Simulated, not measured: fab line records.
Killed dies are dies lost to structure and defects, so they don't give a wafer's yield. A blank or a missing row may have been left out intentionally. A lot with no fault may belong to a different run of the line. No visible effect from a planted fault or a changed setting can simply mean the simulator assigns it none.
Chamber matching :: flow nand harc :: rie diel-08 running NHARC_A_STAIRCASE_DESCUM_252: 4 sister chambers
The step chemistry O2, time 3 s. 4 wafers are shown with their chamber, then 12 later ones without.

## WAFERS WITH THEIR CHAMBER
wafer: L082.6
chamber: 0
showerhead plenum p Torr (Torr): 2.07

wafer: L087.1
chamber: 3
showerhead plenum p Torr (Torr): 2.04

wafer: L087.2
chamber: 2
showerhead plenum p Torr (Torr): 1.92

wafer: L087.3
chamber: 1
showerhead plenum p Torr (Torr): 1.86

## WAFERS WHOSE CHAMBER IS MISSING
wafer: L088.1
showerhead plenum p Torr (Torr): 2.04

wafer: L088.4
showerhead plenum p Torr (Torr): 1.85

wafer: L088.5
showerhead plenum p Torr (Torr): 1.85

wafer: L091.1
showerhead plenum p Torr (Torr): 1.92

wafer: L091.5
showerhead plenum p Torr (Torr): 2.06

wafer: L091.6
showerhead plenum p Torr (Torr): 1.85

wafer: L095.1
showerhead plenum p Torr (Torr): 1.91

wafer: L095.3
showerhead plenum p Torr (Torr): 2.03

wafer: L095.4
showerhead plenum p Torr (Torr): 1.91

wafer: L093.2
showerhead plenum p Torr (Torr): 1.91

wafer: L093.4
showerhead plenum p Torr (Torr): 2.05

wafer: L093.6
showerhead plenum p Torr (Torr): 2.03

## THE CHAMBER EACH PASSED THROUGH
wafer: L088.1
from the rows above: 3
in truth: 3

wafer: L088.4
from the rows above: 1
in truth: 1

wafer: L088.5
from the rows above: 1
in truth: 1

wafer: L091.1
from the rows above: 2
in truth: 2

wafer: L091.5
from the rows above: can't be placed: 0 or 3
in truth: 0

wafer: L091.6
from the rows above: 1
in truth: 1

wafer: L095.1
from the rows above: 2
in truth: 2

wafer: L095.3
from the rows above: 3
in truth: 3

wafer: L095.4
from the rows above: 2
in truth: 2

wafer: L093.2
from the rows above: 2
in truth: 2

wafer: L093.4
from the rows above: can't be placed: 3 or 0
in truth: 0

wafer: L093.6
from the rows above: 3
in truth: 3
Correctly placed: 10 of 12. From these rows, 2 cannot be placed; in 2 the true chamber is one of the candidates. Number placed wrongly: 0.
How it was worked out, from the rows above alone: a wafer's distance from a chamber is the root of the sum, over the readings, of the square of ((its reading less the chamber's mean) divided by the reading's scatter). The wafer belongs to the nearest chamber; if the next one is less than 2 further off, it can't be placed. The mean given for a chamber averages the wafers shown for that chamber. The scatter (one wafer shown for each chamber): square how far every hidden wafer sits from the nearest shown wafer, average those squares and take the square root.
